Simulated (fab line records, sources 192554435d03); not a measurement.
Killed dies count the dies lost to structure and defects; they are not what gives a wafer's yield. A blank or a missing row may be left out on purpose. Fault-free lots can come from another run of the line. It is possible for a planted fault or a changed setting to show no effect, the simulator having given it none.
Struck lot and sound lot, side by side || flow n5_finfet || 40 out of 1938 route steps
Sound: wafers L613.3, L613.5, L613.6. Struck: wafer L621.2. (L621.4, L621.6 of the same lot were not struck and are left out.) The cause comes at the end.
At each step with rows: each side's tool, then ch and its chambers, then its first start. Under that, the readings that differ: sound wafers || struck wafers || difference of the means || sigmas: that difference in standard deviations of wafers without a fault.
alike: words and numbers the same on both sides, and readings whose means are apart by under 2 such deviations; not compared: readings that were withheld, readings missing a value for some wafer, numbers with overlapping values and no deviation given by the record, and bounds like >300 which may hide the same value.
A row with sigmas, a row that says differs or no value, or rows on one side alone: a step with any of these is where the two part. Non-overlapping numbers with no deviation appear without sigmas and do not part them. A reading missing from all wafers of one side parts the sides only when that side holds two or more wafers.

first, 12 steps without rows for these wafers: N5_MOL_CONTACT_COAG_PRECLEAN_111 (cleans in NF3:NH3, afs cycles 1, time 20 s, sublimation time 60 s); N5_MOL_CONTACT_COAG_TI_SIL_19 (material Ti, target thk 4.2 nm, time 15 s); N5_MOL_CONTACT_COAG_ALD_20 (deposits TiN, target thk 1.5 nm, pulse time 1 s, purge time 3 s); N5_MOL_CONTACT_COAG_SIL_ANNEAL_21 (time 60 s); N5_MOL_CONTACT_COAG_PRE_CLEAN_141 (time 60 s); N5_MOL_CONTACT_COAG_SPUTTER_143 (material Co, target thk 2.5 nm); N5_MOL_CONTACT_COAG_CO_FILL_22 (material Co, precursor CCTBA/H2, target thk 20 nm); N5_MOL_CONTACT_COAG_ANNEAL_113 (time 300 s); N5_MOL_CONTACT_COAG_PRE_CLEAN_142 (time 60 s); N5_MOL_CONTACT_COAG_SPUTTER_130 (material Co, target thk 47.5 nm); N5_MOL_CONTACT_COAG_PRECLEAN_125 (cleans in DIW, time 57.5 s); N5_MOL_CONTACT_COAG_SRD_126 (dry time 32 s).
N5_MOL_CONTACT_COAG_CMP_23: polishes, stops on SiO2, t overpolish 1.5 s, target thk 0 nm.
  sound on cmp-01 ch 0,3, day 6 22:19; struck on cmp-01 ch 2, day 8 23:02
{"reading": "head_pressure_psi (psi)", "sound": "1.995 2.000 2.002", "struck": 2.500, "difference": "+0.501", "sigmas": "+99 or more"}
{"reading": "model.SiNx_of_GATE_CUT_SAC_CAP_01.thk_nm (nm)", "sound": "18.4 18.2 18.4", "struck": 17.8, "difference": -0.5, "sigmas": ""}
  alike: motor_current_A, overpolish_run_s, platen_rpm, time_to_endpoint_s
then, 3 steps without rows for these wafers: N5_MOL_CONTACT_COAG_WET_ETCH_26 (target Co, target depth 13 nm); N5_MOL_CONTACT_COAG_WET_ETCH_116 (etches the open film in SC1-inhibited, target depth 4.6 nm, rinse time 30 s); N5_MOL_CONTACT_COAG_ALD_27 (deposits SiOC, target thk 17 nm, pulse time 1.5 s, time 2720 s).
N5_MOL_CONTACT_COAG_CMP_28: polishes, stops on SiNx, t overpolish 0.85 s, target thk 14.522 nm.
  sound on cmp-04 ch 0,3, day 7 00:44; struck on cmp-01 ch 1, day 9 02:44
{"reading": "model.SiNx_of_GATE_CUT_SAC_CAP_01.thk_nm (nm)", "sound": "18 18 18", "struck": 17.4, "difference": -0.6, "sigmas": ""}
  alike: head_pressure_psi, motor_current_A, platen_rpm, time_to_endpoint_s
N5_MOL_CONTACT_COAG_THK_MEAS_29:
  sound: film_metro-01 at day 7 01:00; struck: film_metro-02 at day 9 03:02
{"reading": "MD_CAP_THK (nm)", "sound": "17.96 17.92 18.04", "struck": 17.49, "difference": -0.48, "sigmas": -6}
then, 19 steps without rows for these wafers: N5_MOL_CONTACT_COAG_ALD_123 (deposits SiNx, target thk 5 nm, pulse time 1 s, purge time 2 s); N5_MOL_CONTACT_COAG_PECVD_31 (deposits SiO2 from TEOS/O2, target thk 46 nm, time 8.9 s); N5_MOL_CONTACT_COAG_COAT_75 (time 60 s, resist thk 60 nm); N5_MOL_CONTACT_COAG_COAT_76 (time 60 s, resist thk 10 nm); N5_MOL_CONTACT_COAG_COAT_77 (time 60 s, resist thk 10 nm); N5_MOL_CONTACT_COAG_COAT_78 (resist thk 40 nm); N5_MOL_CONTACT_COAG_EBR_80; N5_MOL_CONTACT_COAG_SOFTBAKE_79 (time 60 s); N5_MOL_CONTACT_COAG_EXPOSE_81 (exposes mask VG, defocus 0 nm); N5_MOL_CONTACT_COAG_PEB_82 (peb time 60 s); N5_MOL_CONTACT_COAG_DEVELOP_83 (develop time 30 s); N5_MOL_CONTACT_COAG_DESCUM_88 (chemistry O2, time 7 s); N5_MOL_CONTACT_COAG_ETCH_89 (etches underlayer in N2/H2, target depth 13 nm, time 10.4 s); N5_MOL_CONTACT_COAG_ETCH_90 (etches SiARC in CF4, target depth 13 nm, time 21.7 s); N5_MOL_CONTACT_COAG_ALD_131 (deposits SiO2, target thk 5 nm, pulse time 1 s, co reactant pulse time 1 s); N5_MOL_CONTACT_COAG_ETCHBACK_132 (etches SiO2 in CHF3, target depth 10 nm, time 6.7 s); N5_MOL_CONTACT_COAG_ETCH_91 (etches SOC in N2/H2, target depth 60 nm, overetch 21 nm, time 101.2 s); N5_MOL_CONTACT_COAG_STRIP_92 (strips in N2/H2); N5_MOL_CONTACT_COAG_STRIP_93 (strips in N2/H2).
N5_MOL_CONTACT_COAG_ETCH_47: etches SiNx in CH3F/O2, stops on W, target depth 27 nm.
  sound on rie_diel-05 ch 1,2, day 7 03:02; struck on rie_diel-04 ch 0, day 9 04:42
{"reading": "drypump_motor_current_A (A)", "sound": "6.5 6.6 5.6", "struck": 5.2, "difference": -1.0, "sigmas": -2}
{"reading": "etch_rf_on_time_s (s)", "sound": "32.1 32.2 31.2", "struck": 29.7, "difference": -2.1, "sigmas": -4}
{"reading": "oes_product_au (a.u.)", "sound": "0.61 0.62 0.78", "struck": 0.85, "difference": "+0.18", "sigmas": "+2"}
{"reading": "rf_vpp_V (V)", "sound": "294 292 297", "struck": 309, "difference": "+15", "sigmas": "+2"}
{"reading": "throttle_valve_pct (%)", "sound": "16.72 16.73 16.27", "struck": 15.72, "difference": -0.85, "sigmas": -4}
{"reading": "model.etch.t_clear_s (s)", "sound": "26.78 26.8 26.01", "struck": 24.79, "difference": -1.74, "sigmas": ""}
{"reading": "model.MOL_CONTACT_COAG.feature_depth_nm (nm)", "sound": "18.6 18.4 18.8", "struck": 18, "difference": -1, "sigmas": ""}
{"reading": "model.etch.depth_nm (nm)", "sound": "17.97 17.93 18.09", "struck": 17.46, "difference": -0.54, "sigmas": ""}
  alike: rf_fwd_power_W, showerhead_plenum_p_Torr
  not compared: rf_hours_counter_h
-- a jump in the record: the struck wafers' starts before and after are 3 days apart (it breaks off in module MOL_CONTACT_COAG and resumes in module BEOL_M4, where the first step shown is number 1111 of the route) --
N5_BEOL_M4_RC_MEAS_101:
  sound on prober-01 ch 0, day 9 20:51; struck on prober-02 ch 0, day 12 12:58
  alike: DIBL_N, DIBL_P, IOFF_N, IOFF_P, ION_N, ION_P, SS_N, SS_P, VT_N, VT_P
-- a jump in the record: the struck wafers' starts before and after are 5 days apart (it breaks off in module BEOL_M4 and resumes in module PASSIVATION, where the first step shown is number 1936 of the route) --
N5_PASSIVATION_PROBE_49:
  sound: prober-02 at day 14 19:52; struck: prober-01 at day 17 07:51
{"reading": "killed_at_M0_to_M3", "sound": "26 25 25", "struck": 48, "difference": "+23", "sigmas": "+2"}
  alike: defect_limited_yield, killed_at_M4_up, killed_at_contacts, killed_at_front_end, killed_at_other, killed_dies, killed_open, killed_short, sort_bin_5_function, sort_bin_6_memory, sort_n_pass, sort_yield_pct

WHERE THEY PART
First at N5_MOL_CONTACT_COAG_CMP_23; last, within this record, at N5_PASSIVATION_PROBE_49.

WHY: what had been put in by the simulator
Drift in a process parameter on cmp-01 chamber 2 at N5_MOL_CONTACT_COAG_CMP_23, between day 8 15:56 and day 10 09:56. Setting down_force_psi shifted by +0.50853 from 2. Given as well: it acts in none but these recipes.
